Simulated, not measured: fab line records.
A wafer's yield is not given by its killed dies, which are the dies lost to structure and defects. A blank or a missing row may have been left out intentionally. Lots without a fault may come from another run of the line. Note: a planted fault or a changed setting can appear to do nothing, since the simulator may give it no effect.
Chamber matching    flow nand harc    rie diel-07 running NHARC_A_STAIRCASE_ETCH_444: 4 sister chambers
The step etches the open film in C4F8/O2, target depth 20400 nm, time 6800 s. 18 wafers are shown with their chamber, then 9 later ones without.

== WAFERS WITH THEIR CHAMBER ==
wafer   chamber  rf vpp V (V)  bias w (W)  oes product au (a.u.)
L075.3  1        805           994.9       0.916
L075.4  3        808           997.2       0.934
L075.5  1        806           995.9       0.915
L077.1  3        809           1001.2      0.930
L077.2  0        811           1001.8      0.914
L077.4  2        806           998.1       0.921
L078.2  2        806           996.5       0.922
L078.4  3        809           996.7       0.929
L078.6  0        812           1002.8      0.929
L081.1  3        809           1003.5      0.964
L081.2  0        811           1001.0      0.954
L081.4  1        805           1000.0      0.942
L084.1  3        809           998.4       0.937
L084.5  3        807           1001.9      0.949
L084.6  0        810           996.1       0.950
L088.2  0        810           1003.8      0.930
L088.5  0        809           1007.7      0.921
L088.6  1        804           996.7       0.928

SIGNATURES (means of the wafers above)
reading         chamber 0  chamber 1  chamber 2  chamber 3  scatter within a chamber
rf vpp V        810.50     805.00     806.00     808.50     0.886
bias w          1002.200   996.875    997.300    999.817    3
oes product au  0.93300    0.92525    0.92150    0.94050    0.0138
Rule: distance of a wafer from a chamber = root of the sum over the readings of ((wafer's reading minus chamber's mean) / reading's scatter) squared. The wafer belongs to the nearest chamber; if the next one is less than 2 further off, it can't be placed. The scatter: the root of (the sum of the squares of (reading less its chamber's mean) over the shown wafers, divided by (wafers less chambers)).

== WAFERS WHOSE CHAMBER IS MISSING ==
wafer   rf vpp V (V)  bias w (W)  oes product au (a.u.)
L090.1  810           999.8       0.926
L090.2  803           999.0       0.916
L090.6  811           998.4       0.913
L094.1  803           998.1       0.915
L094.3  809           1001.6      0.929
L094.4  809           1002.2      0.928
L095.2  806           997.2       0.924
L095.1  803           1001.7      0.909
L095.6  808           1000.6      0.927

== EACH ONE'S CHAMBER ==
wafer   from the rows above           in truth
L090.1  can't be placed: 0 or 3       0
L090.2  can't be placed: 1 or 2       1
L090.6  can't be placed: 0 or 3       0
L094.1  can't be placed: 1 or 2       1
L094.3  can't be placed: 3 or 0       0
L094.4  can't be placed: 3 or 0       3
L095.2  can't be placed: 2 or 1       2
L095.1  can't be placed: 1 or 2       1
L095.6  can't be placed: 3 or 2 or 0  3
Correctly placed: 0 of 9. Unplaceable from these rows: 9, with the true chamber sitting among the candidates in 9. 0 placed wrongly.
